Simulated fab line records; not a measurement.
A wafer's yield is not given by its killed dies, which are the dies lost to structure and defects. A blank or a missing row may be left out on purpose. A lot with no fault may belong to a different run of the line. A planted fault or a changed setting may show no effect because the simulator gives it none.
fab line records -- flow n5-finfet
[record] lots = 6, wafers = 17, last-day = 17
route steps=1938 shown BEOL_M8@1357 PASSIVATION@1936
lots with no fault: from the same line, run without faults
start-h: the number of hours between the record's first day and the start of the first shown wafer of the lot -- wait-h: hours elapsed since this lot's preceding step -- " the same as in the row above -- L1.1+2: a row that stands for several wafers -- - no value, or no start was given -- * or withheld: withheld -- < > ~ a bound
route shown NAME@n: NAME is a module with steps in the file, n the number in the route of the first one -- usual: mean and standard deviation over wafers with no fault -- same: alike in all rows -- chamber/n: place in a boat -- sites: the reading at each site -- _std_site: their standard deviation -- _edge_site: inner sites' mean taken away from outer sites' mean -- radius-mm: for every site, how far away it sits from the centre of the wafer -- mask NAME#n: copy n -- behind: tool/chamber where the wafer was last shaped -- hold: what put the lot on hold/how long, in hours/how the hold closed -- device: names the non-switching transistor (n, p or np) -- end of line: tests of these same wafers at the route's end -- for a step that has no rows: nothing shown but its recipe -- killed: not the wafer's yield, but the dies lost to structure and defects at the first sort -- map: a wafer's dies, x killed, . not, _ none there
set.NAME: the setting the step ran with; set.NAME@STEP: the setting that earlier step ran with -- model.NAME: the simulator's own value behind a step, which no gauge read
lots seen at some steps along the route; tables by step, rows by wafer
services: when a tool's chamber went out of use (start-h, in hours from the record's first day, below 0 if earlier), for how many hours, and the reason
[[steps]]
[step N5_BEOL_M8_COAT_64]
[recipe] resist = SiARC, temp-c = 220, time-s = 60, spin-rpm = 1500, resist-thk-nm = 12
[step N5_BEOL_M8_COAT_71]
[recipe] resist = underlayer, temp-c = 205, time-s = 60, spin-rpm = 1500, resist-thk-nm = 5
[step N5_BEOL_M8_COAT_22]
[recipe] resist = CAR-EUV, spin-rpm = 1500, resist-thk-nm = 30
[step N5_BEOL_M8_EBR_24]
[recipe] solvent = PGMEA, ebr-width-mm = 1.5
[step N5_BEOL_M8_SOFTBAKE_23]
[recipe] temp-c = 110, time-s = 60, resist = CAR-EUV
[step N5_BEOL_M8_EXPOSE_25]
[recipe] mask-id = V7, na = 0.33, source-shape = annular, sigma-inner = 0.4, sigma-outer = 0.8, polarization = unpolarized, target-cd-nm = 40, dose-mj = 42.5
[step N5_BEOL_M8_PEB_26]
[recipe] peb-temp-c = 100, peb-time-s = 60, resist = CAR-EUV
[step N5_BEOL_M8_DEVELOP_27]
[recipe] develop-time-s = 30, developer = TMAH, resist = CAR-EUV, rinse-liquid = surfactant-rinse, dry = air-spin, dev-temp-c = 23
[step N5_BEOL_M8_CD_MEAS_28]
[recipe] target-cd-nm = 40, landing-energy-ev = 500, detector = se-inlens
[usual] cd-nm = 39.99/0.26
[same] landing-energy-ev = 500
lot.wafer,tool,chamber,start-h,wait-h,cd-nm
L246.2,cd-sem-02,0,215.68,-,40.04
L246.5,cd-sem-02,0,215.68,-,40.00
L246.6,cd-sem-02,0,215.68,-,40.38
L252.1,cd-sem-01,0,241.40,-,39.91
L252.2,cd-sem-01,0,241.40,-,40.14
L252.3,cd-sem-01,0,241.40,-,39.90
L253.2,cd-sem-01,0,249.89,-,39.56
L253.3,cd-sem-01,0,249.89,-,40.08
L253.4,cd-sem-01,0,249.89,-,39.98
L266.1,cd-sem-02,0,328.47,-,39.66
L266.2,cd-sem-02,0,328.47,-,40.03
L266.5,cd-sem-02,0,328.47,-,40.06
L264.1,cd-sem-01,0,328.52,-,39.72
L264.3,cd-sem-01,0,328.52,-,39.91
L264.6,cd-sem-01,0,328.52,-,39.86
L262.3,cd-sem-03,0,328.87,-,39.59
L262.4,cd-sem-03,0,328.87,-,39.79
[step N5_BEOL_M8_OVL_MEAS_29]
[recipe] points-per-wafer = 522
[usual] V7_OVL = -0.1/0.7
lot.wafer,tool,chamber,start-h,wait-h,V7_OVL[nm]
L246.2,overlay-02,0,215.71,0.0,0.6
L246.5,overlay-02,0,215.71,0.0,0.4
L246.6,overlay-02,0,215.71,0.0,0.5
L252.1,overlay-01,0,241.43,0.0,-0.4
L252.2,overlay-01,0,241.43,0.0,-1.0
L252.3,overlay-01,0,241.43,0.0,-0.4
L253.2,overlay-02,0,249.93,0.0,-0.3
L253.3,overlay-02,0,249.93,0.0,-0.2
L253.4,overlay-02,0,249.93,0.0,-1.0
L266.1,overlay-02,0,328.50,0.0,-0.7
L266.2,overlay-02,0,328.50,0.0,-1.7
L266.5,overlay-02,0,328.50,0.0,-0.9
L264.1,overlay-01,0,328.55,0.0,-1.4
L264.3,overlay-01,0,328.55,0.0,-1.4
L264.6,overlay-01,0,328.55,0.0,-0.4
L262.3,overlay-01,0,328.91,0.0,-0.2
L262.4,overlay-01,0,328.91,0.0,-0.2
[step N5_BEOL_M8_INSPECT_30]
[recipe] mode = adi, inspect-instrument = brightfield
[usual] raw-defect-count = 394/79
lot.wafer,tool,chamber,start-h,wait-h,raw-defect-count
L246.2,defect-inspect-01,-,215.76,0.0,304
L246.5,defect-inspect-01,-,215.76,0.0,346
L246.6,defect-inspect-01,-,215.76,0.0,317
L252.1,defect-inspect-02,-,241.49,0.1,435
L252.2,defect-inspect-02,-,241.49,0.1,373
L252.3,defect-inspect-02,-,241.49,0.1,425
L253.2,defect-inspect-01,-,249.98,0.0,442
L253.3,defect-inspect-01,-,249.98,0.0,400
L253.4,defect-inspect-01,-,249.98,0.0,536
L266.1,defect-inspect-02,-,328.56,0.1,551
L266.2,defect-inspect-02,-,328.56,0.1,455
L266.5,defect-inspect-02,-,328.56,0.1,377
L264.1,defect-inspect-01,-,328.61,0.1,388
L264.3,defect-inspect-01,-,328.61,0.1,448
L264.6,defect-inspect-01,-,328.61,0.1,421
L262.3,defect-inspect-02,-,328.95,0.0,375
L262.4,defect-inspect-02,-,328.95,0.0,512
[step N5_BEOL_M8_DESCUM_33]
[recipe] chemistry = O2, time-s = 7, source-power-w = 50, bias-power-w = 20, pressure-mtorr = 20, rf-frequency-hz = 2.712e+07, temp-c = 40, resist = CAR-EUV, o2-flow-sccm = 225
[usual] drypump-motor-current-A = 5.7/0.39, oes-product-au = 0.81/0.094, rf-fwd-power-W = 49.33/0.27, rf-vpp-V = 243.8/1.4, showerhead-plenum-p-Torr = 2.13/0.069, throttle-valve-pct = 20.38/0.29
lot.wafer,tool,chamber,start-h,wait-h,drypump-motor-current-A,oes-product-au,rf-fwd-power-W,rf-hours-counter-h,rf-vpp-V,showerhead-plenum-p-Torr,throttle-valve-pct
L246.2,rie-diel-02,2,216.11,0.3,5.3,0.87,49.66,37,243.7,2.22,20.49
L246.5,rie-diel-02,1,216.11,0.3,5.9,0.94,49.17,-,244.0,2.20,20.01
L246.6,rie-diel-02,0,216.11,0.3,5.1,0.70,48.97,-,241.5,1.96,20.62
L252.1,rie-diel-03,2,241.77,0.3,5.7,0.72,49.57,160,244.3,2.12,20.73
L252.2,rie-diel-03,3,241.77,0.3,6.0,0.81,49.44,96,244.8,2.15,20.45
L252.3,rie-diel-03,0,241.77,0.3,5.4,0.94,49.25,7,244.5,2.22,20.14
L253.2,rie-diel-03,1,250.01,0.0,6.2,0.91,49.23,17,242.9,2.04,19.85
L253.3,rie-diel-03,0,250.01,0.0,5.4,0.92,49.19,11,246.5,2.22,20.16
L253.4,rie-diel-03,3,250.01,0.0,6.0,0.82,49.26,100,244.5,2.15,20.45
L266.1,rie-diel-02,0,328.59,0.0,5.1,0.93,48.65,11,245.4,2.21,20.17
L266.2,rie-diel-02,2,328.59,0.0,5.3,0.80,49.51,74,245.4,2.21,20.53
L266.5,rie-diel-02,2,328.59,0.0,5.3,0.81,49.45,-,244.3,2.21,20.53
L264.1,rie-diel-01,1,328.96,0.3,6.0,0.70,49.65,241,241.5,2.07,20.57
L264.3,rie-diel-01,2,328.96,0.3,5.1,0.79,49.19,102,241.7,2.04,20.38
L264.6,rie-diel-01,3,328.96,0.3,5.8,1.01,49.47,-,246.0,2.15,20.57
L262.3,rie-diel-03,0,329.35,0.4,5.4,0.87,49.42,34,244.6,2.21,20.19
L262.4,rie-diel-03,1,329.35,0.4,6.2,0.85,49.15,-,242.5,2.03,19.88
[step N5_BEOL_M8_ETCH_72]
[recipe] chemistry = N2/H2, target = underlayer, target-depth-a = 65, mask-material = CAR-EUV, time-s = 5.2, ion-energy-ev = 200, pressure-mtorr = 30, source-w = 840, bias-w = 150, n2-flow-sccm = 200, h2-flow-sccm = 200, ends = cleared
[usual] drypump-motor-current-A = 5.7/0.39, etch-rf-on-time-s = 5.24/0.24, h2-flow-sccm = 199.9/0.6, oes-product-au = 0.69/0.085, rf-fwd-power-W = 819.2/2.4, rf-vpp-V = 525.2/2.7, showerhead-plenum-p-Torr = 2.59/0.099, throttle-valve-pct = 17.80/0.25
lot.wafer,tool,chamber,start-h,wait-h,drypump-motor-current-A,etch-rf-on-time-s,h2-flow-sccm,oes-product-au,rf-fwd-power-W,rf-hours-counter-h,rf-vpp-V,showerhead-plenum-p-Torr,throttle-valve-pct
L246.2,rie-diel-02,2,216.14,0.0,5.3,4.89,200.3,0.76,822.1,37,528.7,2.71,17.97
L246.5,rie-diel-02,1,216.14,0.0,5.9,5.21,199.7,0.80,815.8,-,528.7,2.72,17.60
L246.6,rie-diel-02,0,216.14,0.0,5.1,5.31,199.6,0.59,818.7,-,522.2,2.41,18.25
L252.1,rie-diel-03,2,241.81,0.0,5.5,5.57,200.6,0.61,818.7,160,524.4,2.51,17.71
L252.2,rie-diel-03,3,241.81,0.0,6.0,5.12,219.1,0.70,823.3,96,522.5,2.62,18.31
L252.3,rie-diel-03,0,241.81,0.0,5.4,5.31,200.4,0.80,820.5,7,526.5,2.73,17.70
L253.2,rie-diel-03,1,250.05,0.0,6.2,4.95,200.0,0.78,817.2,17,521.0,2.48,17.33
L253.3,rie-diel-03,0,250.05,0.0,5.4,5.28,199.3,0.80,818.1,11,528.9,2.73,17.69
L253.4,rie-diel-03,3,250.05,0.0,6.0,5.04,220.2,0.69,813.4,100,523.8,2.62,18.34
L266.1,rie-diel-02,0,328.63,0.0,5.1,5.27,200.5,0.77,820.8,11,527.2,2.72,17.76
L266.2,rie-diel-02,2,328.63,0.0,5.3,4.98,199.0,0.71,824.1,74,528.0,2.69,18.05
L266.5,rie-diel-02,2,328.63,0.0,5.3,5.04,199.4,0.70,818.6,-,525.0,2.69,18.04
L264.1,rie-diel-01,1,328.99,0.0,6.1,5.52,199.7,0.58,826.6,241,522.8,2.51,18.00
L264.3,rie-diel-01,2,328.99,0.0,5.1,5.01,199.4,0.70,818.3,102,520.5,2.44,17.53
L264.6,rie-diel-01,3,328.99,0.0,5.8,4.82,199.9,0.89,819.1,-,526.2,2.61,17.97
L262.3,rie-diel-03,0,329.38,0.0,5.4,5.32,200.0,0.75,821.3,34,528.7,2.71,17.76
L262.4,rie-diel-03,1,329.38,0.0,6.2,5.04,200.8,0.72,817.7,-,522.4,2.47,17.39
[step N5_BEOL_M8_ETCH_65]
[recipe] chemistry = CF4, target = SiARC, target-depth-a = 156, mask-material = CAR-EUV, time-s = 26, ion-energy-ev = 80, pressure-mtorr = 40, source-w = 545, bias-w = 36, Ar_flow_sccm = 100, cf4-flow-sccm = 100, ends = cleared
[usual] drypump-motor-current-A = 5.7/0.39, etch-rf-on-time-s = 26.1/1.2, oes-product-au = 0.69/0.085, rf-fwd-power-W = 532.4/2.3, rf-vpp-V = 184.7/1.2, showerhead-plenum-p-Torr = 2.18/0.077, throttle-valve-pct = 15.56/0.28
lot.wafer,tool,chamber,start-h,wait-h,drypump-motor-current-A,etch-rf-on-time-s,oes-product-au,rf-fwd-power-W,rf-hours-counter-h,rf-vpp-V,showerhead-plenum-p-Torr,throttle-valve-pct
L246.2,rie-diel-02,2,216.16,0.0,5.3,24.4,0.75,533.8,37,184.9,2.29,15.69
L246.5,rie-diel-02,1,216.16,0.0,5.9,26.0,0.81,530.1,-,186.6,2.27,15.36
L246.6,rie-diel-02,0,216.16,0.0,5.0,26.9,0.58,531.0,-,182.3,2.02,15.86
L252.1,rie-diel-03,2,241.83,0.0,5.6,27.3,0.62,533.4,160,184.6,2.16,15.82
L252.2,rie-diel-03,3,241.83,0.0,6.0,26.3,0.68,533.3,96,183.8,2.17,15.53
L252.3,rie-diel-03,0,241.83,0.0,5.4,26.8,0.80,532.0,7,186.2,2.25,15.26
L253.2,rie-diel-03,1,250.07,0.0,6.1,25.0,0.79,533.5,17,183.3,2.09,15.00
L253.3,rie-diel-03,0,250.07,0.0,5.4,26.9,0.78,530.7,11,185.9,2.25,15.26
L253.4,rie-diel-03,3,250.07,0.0,6.0,26.2,0.69,531.4,100,182.4,2.17,15.55
L266.1,rie-diel-02,0,328.65,0.0,5.1,26.1,0.78,531.8,11,185.0,2.27,15.40
L266.2,rie-diel-02,2,328.65,0.0,5.3,24.7,0.71,530.7,74,186.3,2.28,15.76
L266.5,rie-diel-02,2,328.65,0.0,5.3,24.6,0.71,534.6,-,185.7,2.28,15.73
L264.1,rie-diel-01,1,329.01,0.0,6.1,27.5,0.59,534.4,241,184.6,2.09,15.67
L264.3,rie-diel-01,2,329.01,0.0,5.2,25.4,0.70,531.2,102,184.0,2.05,15.35
L264.6,rie-diel-01,3,329.01,0.0,5.8,24.5,0.90,533.0,-,185.6,2.19,15.59
L262.3,rie-diel-03,0,329.40,0.0,5.4,26.6,0.74,529.9,34,185.2,2.24,15.30
L262.4,rie-diel-03,1,329.40,0.0,6.2,24.9,0.74,530.7,-,183.3,2.08,15.06
[step N5_PASSIVATION_PROBE_49]
[usual] defect-limited-yield = 91.5/1.5, killed_at_M0_to_M3 = 33/9.9, killed_at_M4_up = 14/5.2, killed-at-contacts = 11/5.2, killed-at-front-end = 38/10, killed-at-other = 4/3.5, killed-dies = 100/18, killed-open = 66/14, killed-short = 32/6.9, sort_bin_4_leakage = 0.00/0.027, sort_bin_5_function = 5.0/1, sort_bin_6_memory = 3.1/0.69, sort_bin_8_speed = 0.03/0.26, sort-n-pass = 1080/18, sort-yield-pct = 91.5/1.5
[same] gross-dies = 1180, killed-at-back-side = 0
lot.wafer,tool,chamber,start-h,wait-h,defect-limited-yield[%],killed_at_M0_to_M3,killed_at_M4_up,killed-at-contacts,killed-at-front-end,killed-at-other,killed-dies,killed-open,killed-short,sort_bin_4_leakage[%],sort_bin_5_function[%],sort_bin_6_memory[%],sort_bin_8_speed[%],sort-n-pass,sort-yield-pct[%]
L246.2,prober-02,-,287.49,0.1,92.5,28,18,10,32,0,88,60,28,0,4.3,2.8,0,1092,92.5
L246.5,prober-02,-,287.64,0.2,93.0,25,13,2,40,3,83,57,26,0,3.5,3.3,0,1097,93.0
L246.6,prober-02,-,287.69,0.3,92.5,31,16,5,31,6,89,59,29,0,5.0,2.5,0,1091,92.5
L252.1,prober-02,-,324.23,0.0,89.9,44,17,16,35,7,119,81,38,0,6.4,3.3,0,1061,89.9
L252.2,prober-02,-,324.28,0.1,90.9,32,17,8,36,14,107,57,39,0,5.1,3.4,0,1073,90.9
L252.3,prober-02,-,324.33,0.1,92.9,24,14,9,25,12,84,52,28,0,4.4,2.5,0,1096,92.9
// killed by level:class
L246.2 BEOL_M3:geometric-particle:open=9 MOL_CONTACT_COAG:geometric-particle:open=8 STI_FIN_REVEAL:geometric-particle:open=7 FIN_SAQP:geometric-particle:short=6 BEOL_M1:geometric-particle:open=5 BEOL_M0_SAQP:geometric-particle:open=4 BEOL_M4:geometric-particle:open=4 FIN_SAQP:geometric-particle:open=3
L246.5 FIN_SAQP:geometric-particle:open=12 BEOL_M0_SAQP:geometric-particle:open=9 STI_FIN_REVEAL:geometric-particle:open=6 FIN_SAQP:geometric-particle:short=5 BEOL_M4:geometric-particle:open=5 STARTING-WAFER:geometric-particle:short=5 STI_FIN_REVEAL:geometric-particle:short=3 BEOL_M0_SAQP:geometric-particle:short=3
L246.6 STI_FIN_REVEAL:geometric-particle:open=11 FIN_SAQP:geometric-particle:short=9 BEOL_M0_SAQP:geometric-particle:open=8 BEOL_M3:geometric-particle:open=7 BEOL_M1:geometric-particle:open=5 FIN_SAQP:geometric-particle:open=4 MOL_CONTACT_COAG:geometric-particle:open=4 BEOL_M3:geometric-particle:short=4
L252.1 BEOL_M3:geometric-particle:open=16 MOL_CONTACT_COAG:geometric-particle:open=13 STI_FIN_REVEAL:geometric-particle:open=8 FIN_SAQP:geometric-particle:short=6 BEOL_M1:geometric-particle:open=6 BEOL_M0_SAQP:geometric-particle:short=5 BEOL_M3:geometric-particle:short=5 DUMMY_GATE:geometric-particle:short=4
L252.2 BEOL_M3:geometric-particle:open=13 PASSIVATION:area-etch=10 MOL_CONTACT_COAG:geometric-particle:open=7 ILD0:geometric-particle:short=7 STI_FIN_REVEAL:geometric-particle:open=5 DUMMY_GATE:geometric-particle:open=5 BEOL_M0_SAQP:geometric-particle:short=5 BEOL_M4:geometric-particle:open=5
L252.3 BEOL_M3:geometric-particle:open=11 MOL_CONTACT_COAG:geometric-particle:open=7 FIN_SAQP:geometric-particle:open=5 BEOL_M0_SAQP:geometric-particle:open=5 PASS1_CAP:geometric-particle:short=5 BEOL_M0_SAQP:geometric-particle:short=4 BEOL_M5:geometric-particle:open=4 FIN_SAQP:geometric-particle:short=3
[[services]]
tool,chamber,start-h,hours,kind
rie-diel-03,0,206.91,-,clean
rie-diel-03,0,206.91,-,consumable-replace:focus-ring
rie-diel-03,0,206.91,-,consumable-replace:showerhead
rie-diel-03,0,206.91,19.3,scheduled-down
rie-diel-03,0,206.91,19.3,vent-cycle
rie-diel-01,0,227.96,4.4,repair
rie-diel-02,0,261.01,-,clean
rie-diel-02,0,261.01,-,consumable-replace:focus-ring
rie-diel-02,0,261.01,-,consumable-replace:showerhead
rie-diel-02,0,261.01,24.3,scheduled-down
rie-diel-02,0,261.01,24.3,vent-cycle
rie-diel-01,0,265.24,2.7,repair
rie-diel-03,3,269.14,2.9,repair
rie-diel-03,0,276.55,9.1,repair
rie-diel-03,0,288.37,9.7,repair
rie-diel-02,-,297.79,0.4,repair
rie-diel-01,3,310.63,-,clean
rie-diel-01,3,310.63,-,consumable-replace:focus-ring
rie-diel-01,3,310.63,18.1,scheduled-down
rie-diel-01,3,310.63,18.1,vent-cycle
rie-diel-03,3,317.24,16.4,repair
rie-diel-02,0,318.32,7.6,repair
[[key]]
[first-sign] step = N5_BEOL_M8_ETCH_72, reading = h2-flow-sccm, direction = up, sigmas = 33, usual = 199.9, struck = 219.6
effect none on later readings
met-at N5_BEOL_M8_ETCH_72
struck-wafers L252.2,L253.4
[baseline-loss] step = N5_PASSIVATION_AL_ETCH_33, wafers = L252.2
[fault] kind = process-parameter-drift, tool = rie-diel-03, chamber = 3, onset-h = 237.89, steps = N5_BEOL_M8_ETCH_72, channel = h2-flow-sccm, offset = 20, shape = step, end-h = 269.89, acts-in = these-recipes-only, stated = 200
// baseline-loss: these wafers lose ten dies or more at that step, a loss of the line's own and not of a fault; the sort's usual values leave them out
